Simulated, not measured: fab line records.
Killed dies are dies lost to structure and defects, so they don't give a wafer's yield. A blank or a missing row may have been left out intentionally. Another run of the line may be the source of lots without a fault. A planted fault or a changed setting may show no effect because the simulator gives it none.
fab line records	flow nand_harc
record lots=13	wafers=39	last_day=25
route steps=1159 shown A_M1@1049 A_BONDPAD@1082 THIN_TSV@1133 END@1159
lots that met no fault: taken from a fault-free run of the same line
start_h: the number of hours between the record's first day and the start of the first shown wafer of the lot	wait_h: time in hours since the lot's previous step	" the same as in the row above	L1.1+2: a single row standing in for several wafers	- value missing, or start not given	* or withheld: withheld	< > ~ a bound
route shown NAME@n: names a module that has steps shown in the file, with the first one's number in the route	usual: mean and standard deviation over wafers with no fault	same: alike in all rows	chamber/n: place in a boat	sites: the reading at each site	_std_site: how widely they spread, as a standard deviation	_edge_site: inner sites' mean taken away from outer sites' mean	radius_mm: for every site, how far away it sits from the centre of the wafer	mask NAME#n: copy n	behind: the last tool/chamber to shape the wafer	hold: reason for holding the lot/hours on hold/outcome of the hold	device: names the non-switching transistor (n, p or np)	end of line: the route-end tests of the same wafers	where a step has no rows: the recipe by itself	killed: count of dies lost to structure and defects at first sort (not the wafer's yield)	map: a wafer's dies, marking killed ones x, the rest . and places with no die _
set.NAME: setting as actually run; set.NAME@STEP: the setting as run at that earlier step	model.NAME: the simulator's own value behind a step, which no gauge read
route steps across a sampled set of lots; one table per step, one row per wafer
services: a tool's chamber out of use, with start hour (start_h, from the record's first day; less than 0 if before it), hours out, and reason
## steps
# step NHARC_A_M1_PVD_21
# recipe target_thk_a=300	chamber_pressure_pa=5	power_w=5000	substrate_temp_c=30	time_s=20.49	material=Cu
# usual throttle_valve_pct=30.1/1.1
lot.wafer	tool	chamber	start_h	wait_h	throttle_valve_pct
L816.4	pvd_sputter-01	-	399.92	-	32.2
L816.1	"	-	"	"	28.7
L816.5	"	-	"	"	32.2
L819.4	pvd_sputter-02	-	405.87	-	29.9
L819.3	"	-	"	"	30.0
L819.6	"	-	"	"	31.1
L818.1	pvd_sputter-01	-	407.10	-	32.3
L818.2	"	-	"	"	29.0
L818.6	"	-	"	"	29.9
L817.4	pvd_sputter-01	-	408.27	-	30.1
L817.2	"	-	"	"	28.8
L817.6	"	-	"	"	30.2
L820.4	pvd_sputter-01	-	411.73	-	30.1
L820.3	"	-	"	"	31.8
L820.5	"	-	"	"	30.3
L827.1	pvd_sputter-02	-	488.33	-	31.2
L827.3	"	-	"	"	30.0
L827.6	"	-	"	"	31.3
L831.4	pvd_sputter-01	-	500.84	-	30.0
L831.1	"	-	"	"	32.2
L831.5	"	-	"	"	30.2
L830.3	pvd_sputter-01	-	503.77	-	32.1
L830.4	"	-	"	"	30.1
L830.5	"	-	"	"	28.7
L832.1	pvd_sputter-02	-	515.20	-	29.0
L832.3	"	-	"	"	29.9
L832.6	"	-	"	"	30.3
L835.2	pvd_sputter-02	-	521.76	-	30.4
L835.4	"	-	"	"	31.3
L835.3	"	-	"	"	30.3
L837.2	pvd_sputter-01	-	530.34	-	31.1
L837.6	"	-	"	"	29.6
L837.5	"	-	"	"	30.2
L836.4	pvd_sputter-02	-	533.83	-	30.1
L836.5	"	-	"	"	29.1
L836.6	"	-	"	"	31.2
L838.4	pvd_sputter-02	-	547.00	-	30.3
L838.3	"	-	"	"	30.2
L838.5	"	-	"	"	29.0
# step NHARC_A_BONDPAD_DEGAS_25
# recipe temp_c=300	time_s=60
# usual heater_power_w=466/38
lot.wafer	tool	chamber	start_h	wait_h	heater_power_w
L816.4	pvd_sputter-01	-	404.47	-	534
L816.1	"	-	"	"	490
L816.5	"	-	"	"	524
L819.4	pvd_sputter-03	-	410.38	-	475
L819.3	"	-	"	"	428
L819.6	"	-	"	"	442
L818.1	pvd_sputter-03	-	411.51	-	441
L818.2	"	-	"	"	485
L818.6	"	-	"	"	428
L817.2	pvd_sputter-01	-	412.86	-	538
L817.6	"	-	"	"	410
L820.5	pvd_sputter-01	-	416.16	-	412
L827.3	pvd_sputter-02	-	492.91	-	529
L827.1	"	-	"	"	443
L827.6	"	-	"	"	480
L831.1	pvd_sputter-03	-	505.34	-	430
L831.4	"	-	"	"	446
L831.5	"	-	"	"	427
L830.3	pvd_sputter-02	-	508.37	-	536
L830.4	"	-	"	"	477
L830.5	"	-	"	"	450
L832.1	pvd_sputter-03	-	519.93	-	433
L832.3	"	-	"	"	490
L832.6	"	-	"	"	440
L835.2	pvd_sputter-01	-	526.52	-	500
L835.4	"	-	"	"	420
L835.3	"	-	"	"	433
L837.2	pvd_sputter-01	-	534.95	-	406
L837.6	"	-	"	"	418
L837.5	"	-	"	"	536
L836.4	pvd_sputter-01	-	538.26	-	521
L836.5	"	-	"	"	436
L836.6	"	-	"	"	501
L838.4	pvd_sputter-03	-	551.34	-	447
L838.3	"	-	"	"	481
L838.5	"	-	"	"	494
# step NHARC_A_BONDPAD_PRE_CLEAN_26
# recipe time_s=30	temp_c=280	gas=H2/He
# usual heater_power_w=410/34
lot.wafer	tool	chamber	start_h	wait_h	heater_power_w
L816.4	pvd_sputter-01	-	-	-	427
L816.1	"	-	"	"	362
L816.5	"	-	"	"	390
L819.4	pvd_sputter-03	-	-	-	427
L819.3	"	-	"	"	384
L819.6	"	-	"	"	377
L818.2	pvd_sputter-03	-	-	-	412
L818.1	"	-	"	"	431
L818.6	"	-	"	"	416
L817.2	pvd_sputter-01	-	-	-	435
L817.6	"	-	"	"	395
L820.5	pvd_sputter-01	-	-	-	371
L827.3	pvd_sputter-02	-	-	-	388
L827.1	"	-	"	"	475
L827.6	"	-	"	"	378
L831.4	pvd_sputter-03	-	-	-	394
L831.1	"	-	"	"	442
L831.5	"	-	"	"	402
L830.3	pvd_sputter-02	-	-	-	454
L830.4	"	-	"	"	390
L830.5	"	-	"	"	476
L832.3	pvd_sputter-03	-	-	-	387
L832.1	"	-	"	"	383
L832.6	"	-	"	"	397
L835.3	pvd_sputter-01	-	-	-	466
L835.2	"	-	"	"	380
L835.4	"	-	"	"	424
L837.2	pvd_sputter-01	-	-	-	398
L837.5	"	-	"	"	358
L837.6	"	-	"	"	468
L836.4	pvd_sputter-01	-	-	-	393
L836.5	"	-	"	"	426
L836.6	"	-	"	"	363
L838.4	pvd_sputter-03	-	-	-	386
L838.3	"	-	"	"	384
L838.5	"	-	"	"	392
# step NHARC_THIN_TSV_CMP_21
# recipe t_overpolish_s=30	target_thk_nm=2000
# usual motor_current_A=12.6/1.4	overpolish_run_s=30.001/0.0094	pad_life_wafers=346/130
lot.wafer	tool	chamber	start_h	wait_h	motor_current_A	overpolish_run_s	pad_life_wafers
L819.3	cmp-01	2	426.02	-	12.6	29.992	308
L819.4	"	3	"	"	10.9	30.000	309
L819.6	"	1	"	"	12.1	30.000	-
L816.4	cmp-01	0	427.25	-	15.1	29.998	312
L816.1	"	2	"	"	13.2	29.999	314
L816.5	"	0	"	"	15.3	29.997	-
L818.1	cmp-03	1	430.14	-	11.3	30.012	450
L818.2	"	3	"	"	13.0	30.002	452
L818.6	"	1	"	"	11.4	29.996	-
L817.2	cmp-01	1	431.35	-	11.4	29.999	362
L817.6	"	0	"	"	15.5	30.006	-
L820.5	cmp-03	3	440.27	-	13.7	30.015	-
L827.3	cmp-02	2	512.01	-	12.3	30.009	414
L827.1	"	0	"	"	14.3	30.007	416
L827.6	"	3	"	"	11.5	29.994	-
L831.1	cmp-03	3	523.94	-	13.3	29.991	378
L831.4	"	0	"	"	10.7	30.019	379
L831.5	"	0	"	"	10.5	29.995	-
L830.3	cmp-01	2	525.37	-	13.0	29.999	270
L830.4	"	0	"	"	15.3	30.007	272
L830.5	"	3	"	"	11.0	30.005	-
L832.3	cmp-03	2	538.50	-	12.6	30.009	482
L832.1	"	3	"	"	13.7	30.009	483
L832.6	"	1	"	"	11.5	29.994	-
L835.3	cmp-02	0	545.85	-	13.3	29.990	150
L835.2	"	1	"	"	13.8	30.009	151
L835.4	"	3	"	"	11.0	29.987	153
L837.2	cmp-02	2	553.91	-	12.9	30.002	189
L837.6	"	3	"	"	11.8	30.018	-
L837.5	"	0	"	"	13.8	30.007	-
L836.4	cmp-02	0	555.10	-	13.4	29.994	193
L836.6	"	3	"	"	11.0	30.007	-
L836.5	"	0	"	"	13.8	30.010	-
L838.3	cmp-02	3	580.72	-	11.5	29.998	295
L838.4	"	1	"	"	13.8	30.000	297
L838.5	"	3	"	"	11.3	30.000	-
# step NHARC_END_SORT_01
# recipe temp_c=25
# usual defect_limited_yield=95.6/1.7	killed_at_array=27/11	killed_at_other=0.7/0.93	killed_at_periphery=2.9/1.9	killed_dies=30/11	killed_open=3.1/1.7	killed_short=1.9/1.3	sort_bin_2_pct=1.4/0.68	sort_bin_3_pct=0.28/0.25	sort_bin_4_pct=2.8/1.1	sort_n_pass=647/11	sort_rim_yield_pct=95.4/2.7	sort_yield_pct=95.6/1.7
# same gross_dies=677	sort_bin_5_pct[%]=0	sort_bin_6_pct[%]=0	sort_bin_7_pct[%]=0	sort_bin_8_pct[%]=0	sort_rim_n_gross=106.00
lot.wafer	tool	chamber	start_h	wait_h	defect_limited_yield[%]	killed_at_array	killed_at_other	killed_at_periphery	killed_dies	killed_open	killed_short	sort_bin_2_pct[%]	sort_bin_3_pct[%]	sort_bin_4_pct[%]	sort_n_pass	sort_rim_yield_pct[%]	sort_yield_pct[%]
L817.2	prober-01	0	445.19	2.8	94.8	30	1	4	35	2	2	1.2	0	4.0	642	93.4	94.8
L817.4	prober-01	0	446.78	3.4	0	670	1	6	677	4	1	96.3	0.15	3.5	0	0	0
L817.6	prober-01	0	448.38	4.0	93.6	40	0	3	43	2	2	2.1	0.74	3.5	634	94.3	93.6
L820.3	prober-01	0	453.75	3.1	0	674	0	3	677	4	3	98.5	0.30	1.2	0	0	0
L820.4	prober-01	0	454.54	3.4	0	674	0	3	677	4	1	99.1	0	0.9	0	0	0
L820.5	prober-01	0	455.34	3.7	97.6	12	0	4	16	5	3	1.2	0	1.2	661	98.1	97.6
# killed by level:class
L817.2 A_CHANNEL_HOLE_D1:chamber_film_flake=11 A_STAIRCASE:chamber_film_flake=7 A_SLIT:chamber_film_flake=7 P_STI:chamber_film_flake=3 A_CONTACT:chamber_film_flake=2 A_CONTACT:geometric_particle:open=1 A_M0:geometric_particle:open=1 A_M0:geometric_particle:short=1
L817.4 A_M1:area_pvd=632 A_SLIT:chamber_film_flake=14 A_CHANNEL_HOLE_D1:chamber_film_flake=13 A_STAIRCASE:chamber_film_flake=6 P_GATE:chamber_film_flake=3 P_STI:chamber_film_flake=2 P_CONTACT:geometric_particle:open=1 A_ONON_D1:geometric_particle:open=1
L817.6 A_SLIT:chamber_film_flake=15 A_CHANNEL_HOLE_D1:chamber_film_flake=13 A_STAIRCASE:chamber_film_flake=7 P_STI:chamber_film_flake=2 A_SOURCE_PLATE:geometric_particle:short=1 A_ONON_D1:geometric_particle:short=1 A_CHANNEL_FILL_D1:geometric_particle:open=1 A_CONTACT:geometric_particle:open=1
L820.3 A_M1:area_pvd=663 A_CONTACT:chamber_film_flake=3 P_M2:geometric_particle:open=2 A_ONON_D1:geometric_particle:short=2 A_STAIRCASE:chamber_film_flake=2 P_M1:geometric_particle:open=1 A_WL_FILL:geometric_particle:short=1 A_CONTACT:geometric_particle:open=1
L820.4 A_M1:area_pvd=666 P_GATE:chamber_film_flake=2 P_CONTACT:geometric_particle:open=1 A_CHANNEL_HOLE_D1:geometric_particle:short=1 A_CHANNEL_HOLE_D1:geometric_particle:open=1 A_CONTACT:geometric_particle:open=1 A_M0:geometric_particle:open=1 A_CHANNEL_HOLE_D1:chamber_film_flake=1
L820.5 A_ONON_D1:geometric_particle:short=2 P_GATE:chamber_film_flake=2 A_CHANNEL_HOLE_D1:chamber_film_flake=2 A_STAIRCASE:chamber_film_flake=2 P_CONTACT:geometric_particle:open=1 P_M2:geometric_particle:open=1 A_ONON_D1:geometric_particle:open=1 A_SGD_CUT:geometric_particle:open=1
## services
tool	chamber	start_h	hours	kind
cmp-02	-	379.25	0.4	repair
pvd_sputter-02	-	393.13	10.0	pm
cmp-02	-	422.51	4.0	pm
cmp-02	-	426.51	-	consumable_replace:conditioner
pvd_sputter-01	-	441.71	2.4	repair
cmp-03	-	450.22	4.0	pm
pvd_sputter-03	-	458.04	10.0	pm
cmp-02	-	468.89	2.2	repair
cmp-01	-	473.50	4.0	pm
cmp-02	-	481.27	1.8	repair
cmp-03	-	489.20	1.0	repair
pvd_sputter-03	-	506.48	1.1	repair
pvd_sputter-01	-	514.00	10.0	pm
cmp-02	-	520.51	4.0	pm
cmp-01	-	527.56	10.9	repair
cmp-02	-	546.48	0.8	repair
cmp-03	-	548.22	4.0	pm
cmp-02	-	560.98	2.3	repair
cmp-02	-	566.83	2.8	repair
pvd_sputter-02	-	571.13	10.0	pm
cmp-01	-	571.50	4.0	pm
pvd_sputter-01	-	571.94	3.1	repair
pvd_sputter-03	-	576.73	1.8	repair
cmp-01	-	580.47	2.3	repair
## key
first_sign step=NHARC_END_SORT_01	reading=sort_bin_2_pct	direction=up	sigmas=99+	usual=1.4	struck=98.0
effect step=NHARC_END_SORT_01	reading=killed_at_array	direction=up	sigmas=59	usual=27	struck=673
more_kills_born_at NHARC_A_M1_PVD_21@pvd_sputter-01=1961
met_at NHARC_A_M1_PVD_21
struck_lots L817,L820
struck_wafers L817.4,L820.3,L820.4
later_rows_left_out L817.4,L820.3,L820.4
not_acting_at NHARC_A_BONDPAD_DEGAS_25,NHARC_A_BONDPAD_PRE_CLEAN_26,NHARC_THIN_TSV_CMP_21
onset_between 407.10 408.27
fault kind=process_parameter_drift	tool=pvd_sputter-01	chamber=-	onset_h=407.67	steps=NHARC_A_M1_PVD_21	channel=target_thk_a	offset=*	shape=step	end_h=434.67	scope=struck_wafers_only	acts_in=*	stated=*
# later_rows_left_out: the simulator's readings of these wafers behind a module that went badly wrong aren't trusted and aren't shown, but for the sort
